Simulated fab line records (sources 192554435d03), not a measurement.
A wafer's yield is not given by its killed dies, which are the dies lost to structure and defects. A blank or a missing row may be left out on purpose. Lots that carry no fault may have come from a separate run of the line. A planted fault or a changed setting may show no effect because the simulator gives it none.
A lot that was struck, set against a sound lot || flow n5_finfet || 40 out of 1938 route steps
Sound: these wafers, L664.2, L664.4, L664.5. Struck: wafers L675.1, L675.5. The cause comes at the end.
Per side, at each step with rows, come the tool, then ch with its chambers, and then its first start. Under that, the readings that differ: sound wafers || struck wafers || difference of the means || sigmas: that difference in standard deviations of wafers without a fault.
alike: readings with means less than 2 such deviations apart, plus words and numbers identical on both sides. not compared: withheld readings, readings lacking a value on some wafer, bounds such as >300 that could conceal the same value, and numbers that have no deviation in the record and whose values overlap.
A row with sigmas, a row that says differs or no value, or rows on one side alone: a step with any of these is where the two part. Numbers that don't overlap but have no deviation are shown without sigmas and don't part them. A reading missing from all wafers of one side parts the sides only when that side holds two or more wafers.

first, 12 steps without rows for these wafers: N5_HKMG_FIN_ETCH_54 (etches SiARC in CF4, target depth 45.5 nm, time 75.8 s); N5_HKMG_FIN_ETCH_55 (etches SOC in N2/H2, target depth 240 nm, time 300 s); N5_HKMG_FIN_STRIP_56 (strips in N2/H2); N5_HKMG_FIN_STRIP_57 (strips in CF4); N5_HKMG_FIN_ETCH_58 (etches SOC in N2/H2, target depth 215.8 nm, time 741 s); N5_HKMG_FIN_STRIP_93 (strips SOC in N2/H2, time 20 s); N5_HKMG_FIN_WET_ETCH_76 (etches Al2O3 in dNH4OH, stops on La2O3, target depth 2.25 nm, rinse time 30 s); N5_HKMG_FIN_STRIP_60 (strips in N2/H2, time 360 s); N5_HKMG_FIN_WET_ETCH_77 (etches La2O3 in dHCl, stops on HfO2, target depth 2 nm); N5_HKMG_FIN_WET_ETCH_78 (etches Al2O3 in dNH4OH, stops on La2O3, target depth 4.5 nm, rinse time 30 s); N5_HKMG_FIN_ALD_79 (deposits TiN, target thk 1.5 nm, pulse time 1 s, purge time 3 s); N5_HKMG_FIN_CVD_62 (deposits a-Si from Si2H6, target thk 3 nm, time 20.8 s).
N5_HKMG_FIN_RTA_80: time 2 s.
  sound on rtp_anneal-01 ch 0, day 5 23:31; struck on rtp_anneal-01 ch 0, day 8 11:57
then, 25 steps without rows for these wafers: N5_HKMG_FIN_PRECLEAN_64 (cleans in dHF, time 30 s); N5_HKMG_FIN_WET_ETCH_65 (etches a-Si in TMAH, stops on TiN, time 49 s, target depth 3 nm); N5_HKMG_FIN_WET_ETCH_81 (etches TiN in SC1, stops on HfO2, time 57 s, target depth 6 nm); N5_HKMG_FIN_WET_ETCH_82 (etches La2O3 in dHCl, stops on HfO2, target depth 2 nm, rinse time 30 s); N5_HKMG_FIN_ALD_36 (deposits TiN, target thk 1 nm, pulse time 1 s, purge time 3 s); N5_HKMG_FIN_PWFM_ALD_03 (deposits TiN, target thk 2 nm, pulse time 1 s, purge time 3 s); N5_HKMG_FIN_COAT_29 (time 60 s, resist thk 300 nm); N5_HKMG_FIN_COAT_30 (time 60 s, resist thk 35 nm); N5_HKMG_FIN_COAT_06 (resist thk 90 nm); N5_HKMG_FIN_EBR_08; N5_HKMG_FIN_SOFTBAKE_07 (time 60 s); N5_HKMG_FIN_EXPOSE_09 (exposes mask NWFM); N5_HKMG_FIN_PEB_10 (peb time 60 s); N5_HKMG_FIN_DEVELOP_11 (develop time 30 s); N5_HKMG_FIN_DESCUM_17 (chemistry O2, time 7.9 s); N5_HKMG_FIN_ETCH_31 (etches SiARC in CF4, target depth 45.5 nm, time 75.8 s); N5_HKMG_FIN_ETCH_32 (etches SOC in N2/H2, target depth 240 nm, time 300 s); N5_HKMG_FIN_STRIP_33 (strips in N2/H2); N5_HKMG_FIN_STRIP_34 (strips in CF4); N5_HKMG_FIN_ETCH_35 (etches SOC in N2/H2, target depth 215.8 nm, time 243.4 s); N5_HKMG_FIN_STRIP_92 (strips SOC in N2/H2, time 20 s); N5_HKMG_FIN_WET_ETCH_18 (etches TiN in SC1, time 55 s, target depth 5.2 nm, rinse time 30 s); N5_HKMG_FIN_STRIP_19 (strips in N2/H2, time 360 s); N5_HKMG_FIN_ALD_91 (deposits TiN, target thk 1 nm, pulse time 1 s, purge time 3 s); N5_HKMG_FIN_COAT_85 (time 60 s, resist thk 300 nm).
-- record jumps: 4 days separate the struck wafers' starts on either side; left off in module HKMG_FIN, taken up again in module BEOL_M4, whose first shown step is the route's number 1111 --
N5_BEOL_M4_RC_MEAS_101:
  sound on prober-01 ch 0, day 9 20:46; struck on prober-01 ch 0, day 12 10:19
{"reading": "IOFF_P (nA/um)", "sound": "0.179 0.180 0.168", "struck": "0.102 0.104", "difference": -0.073, "sigmas": -3}
{"reading": "IOFF_P_85C (nA/um)", "sound": "3.2 3.2 3.0", "struck": "2.0 2.0", "difference": -1.1, "sigmas": -3}
{"reading": "IOFF_P_LIN (nA/um)", "sound": "0.089 0.088 0.084", "struck": "0.048 0.048", "difference": -0.039, "sigmas": -4}
{"reading": "IOFF_P_LONG (nA/um)", "sound": "9.8e-05 9.8e-05 9.7e-05", "struck": "6.7e-05 6.9e-05", "difference": -3.0e-05, "sigmas": -3}
{"reading": "ION_N (uA/um)", "sound": "663 659 648", "struck": "684 676", "difference": "+23", "sigmas": "+3"}
{"reading": "ION_P (uA/um)", "sound": "445 448 443", "struck": "426 431", "difference": -17, "sigmas": -3}
{"reading": "VT_N (mV)", "sound": "253.2 254.3 254.9", "struck": "248.4 248.0", "difference": -5.9, "sigmas": -2}
{"reading": "VT_N_LVT (mV)", "sound": "103.5 104.5 104.7", "struck": "76.8 76.9", "difference": -27.4, "sigmas": -10}
{"reading": "VT_P (mV)", "sound": "-255 -257 -257", "struck": "-269 -268", "difference": -12, "sigmas": -4}
{"reading": "VT_P_LONG (mV)", "sound": "-275.9 -276.2 -280.1", "struck": "-293.6 -292.8", "difference": -15.8, "sigmas": -5}
  alike: DIBL_N, DIBL_P, IGATE_N, IGATE_P, IOFF_N, SS_N, SS_P
-- here the record skips 4 days between the struck wafers' starts before and after, leaving off in module BEOL_M4 and picking up in module PASSIVATION (first step shown: number 1936 of the route) --
N5_PASSIVATION_PROBE_49:
  struck on prober-01, day 16 19:47; sound on prober-01, day 14 08:01
{"reading": "defect_limited_yield (%)", "sound": "91.9 93.8 91.8", "struck": "88.7 89.7", "difference": -3.3, "sigmas": -2}
{"reading": "killed_dies", "sound": "96 73 97", "struck": "133 121", "difference": "+38", "sigmas": "+2"}
{"reading": "killed_short", "sound": "30 28 21", "struck": "46 43", "difference": "+18", "sigmas": "+2"}
{"reading": "sort_bin_8_speed (%)", "sound": "0 0 0", "struck": "14.83 13.98", "difference": "+14.41", "sigmas": "+99 or more"}
{"reading": "sort_n_pass", "sound": "1084 1107 1083", "struck": "872 894", "difference": -208, "sigmas": -12}
{"reading": "sort_yield_pct (%)", "sound": "91.9 93.8 91.8", "struck": "73.9 75.8", "difference": -17.7, "sigmas": -12}
  alike: killed_at_M0_to_M3, killed_at_M4_up, killed_at_contacts, killed_at_front_end, killed_at_other, killed_open, sort_bin_5_function, sort_bin_6_memory

== WHERE THEY PART ==
Earliest at N5_BEOL_M4_RC_MEAS_101; latest, in this record, at N5_PASSIVATION_PROBE_49.

WHY: what had been put in by the simulator
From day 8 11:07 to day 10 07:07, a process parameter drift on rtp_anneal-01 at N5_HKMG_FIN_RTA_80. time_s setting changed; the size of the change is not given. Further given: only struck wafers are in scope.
